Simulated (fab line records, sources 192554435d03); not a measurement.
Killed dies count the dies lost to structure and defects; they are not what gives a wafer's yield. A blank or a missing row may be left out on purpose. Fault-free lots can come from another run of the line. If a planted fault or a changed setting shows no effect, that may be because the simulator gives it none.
Which tool did it?    flow n5_finfet    24 lots, 72 wafers sampled, at 1 step of a route of 1938

## WHAT THE GAUGES SHOWED, per wafer
N5_FIN_CUT_INSPECT_17: inspects for defects (brightfield).
lot   measured     on                 raw_defect_count
L074  day 2 04:05  defect_inspect-01  214 159 229
L075  day 2 11:59  defect_inspect-01  496 678 411
L076  day 2 17:08  defect_inspect-02  211 233 170
L077  day 2 23:28  defect_inspect-01  321 360 278
L078  day 3 04:17  defect_inspect-01  218 238 236
L079  day 3 11:20  defect_inspect-02  282 235 279
L080  day 3 16:22  defect_inspect-02  177 209 258
L081  day 3 22:56  defect_inspect-01  236 278 336
L082  day 4 04:38  defect_inspect-02  207 304 494
L083  day 4 10:32  defect_inspect-01  271 190 214
L084  day 4 19:02  defect_inspect-02  369 307 255
L085  day 4 23:26  defect_inspect-02  272 253 251
L086  day 5 03:43  defect_inspect-02  257 369 297
L087  day 5 12:46  defect_inspect-01  240 207 176
L088  day 5 17:26  defect_inspect-01  277 357 332
L089  day 5 23:28  defect_inspect-01  236 176 161
L090  day 6 04:23  defect_inspect-01  252 242 259
L091  day 6 09:43  defect_inspect-02  264 188 170
L092  day 6 16:55  defect_inspect-01  208 300 293
L093  day 6 22:09  defect_inspect-01  526 350 291
L094  day 7 04:37  defect_inspect-01  256 222 390
L095  day 7 10:47  defect_inspect-02  160 147 95
L096  day 7 16:07  defect_inspect-02  276 169 174
L097  day 7 21:17  defect_inspect-02  251 277 239

## EACH LOT AND THE TOOL THAT RAN IT (in order: tool; ch and the chambers of the sampled wafers; start)
The record shows no process step preceding these readings.

## WHAT THE TOOLS THEMSELVES READ (means of the sampled wafers that have a number; where no wafer has one, the mark that the record gives instead)
The record holds no such reading with a usual standard deviation.

## THE ANSWER, worked out from the rows above alone
Rule: what is usual is taken from the lots themselves. Put in order of their means at a reading, lots are off if they are a third of the lots or fewer, leave a main group of 4 or more, and stand apart from it by a gap of 3 or more times the standard deviation of the main group's means; of several such gaps the widest counts. A main group whose means are all the same, to the digits that the tables above print for the reading, isn't used. Also off: a lot with no number at a reading for which 4 or more lots have one. All remaining lots with rows at the step are treated as sound. The gauges are gone through in route order, then the tools' own readings, and for those a lot's mean is taken as printed above. At the first step where some lot is off, the reading lying furthest off is the one used; lots without a number count as furthest.
Across all readings shown, no lot is off: no conclusion can be drawn from this.

## WHAT THE SIMULATOR HAD PUT IN
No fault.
